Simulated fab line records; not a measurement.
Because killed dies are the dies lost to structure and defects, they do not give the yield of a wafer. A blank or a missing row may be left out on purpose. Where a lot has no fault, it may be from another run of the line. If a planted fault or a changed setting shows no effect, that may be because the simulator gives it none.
Chamber matching -- flow nand-harc -- NHARC_A_CONTACT_DEP_85 on pecvd-02 has 3 sister chambers
The step deposits SiON, target thk 50 nm. 3 wafers are shown with their chamber, then 12 later ones without.

WAFERS, EACH WITH ITS CHAMBER
wafer,chamber,heater-power-w (W)
L086.1,0,700
L086.2,1,806
L086.3,2,845

WAFERS MISSING THEIR CHAMBER
wafer,heater-power-w (W)
L089.3,746
L089.4,815
L089.6,779
L090.2,833
L090.4,773
L090.5,720
L095.2,827
L095.5,732
L095.6,816
L094.1,780
L094.2,721
L094.3,793

WHICH CHAMBER EACH ONE RAN IN
wafer,from the rows above,in truth
L089.3,can't be placed: 0 or 1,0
L089.4,can't be placed: 1 or 2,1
L089.6,can't be placed: 1 or 2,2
L090.2,can't be placed: 2 or 1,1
L090.4,can't be placed: 1 or 2 or 0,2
L090.5,0,0
L095.2,can't be placed: 2 or 1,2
L095.5,can't be placed: 0 or 1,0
L095.6,can't be placed: 1 or 2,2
L094.1,can't be placed: 1 or 2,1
L094.2,0,0
L094.3,can't be placed: 1 or 2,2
2 of 12 placed correctly. From these rows, 10 cannot be placed; in 10 the true chamber is one of the candidates. Number placed wrongly: 0.
How it was worked out, from the rows above alone: a wafer's distance from a chamber is the root of the sum, over the readings, of the square of ((its reading less the chamber's mean) divided by the reading's scatter). The wafer belongs to the nearest chamber; if the next one is less than 2 further off, it can't be placed. A chamber's mean is the mean of its shown wafers. The scatter: root of mean squared gap, hidden wafer to nearest shown wafer, with one shown wafer a chamber.
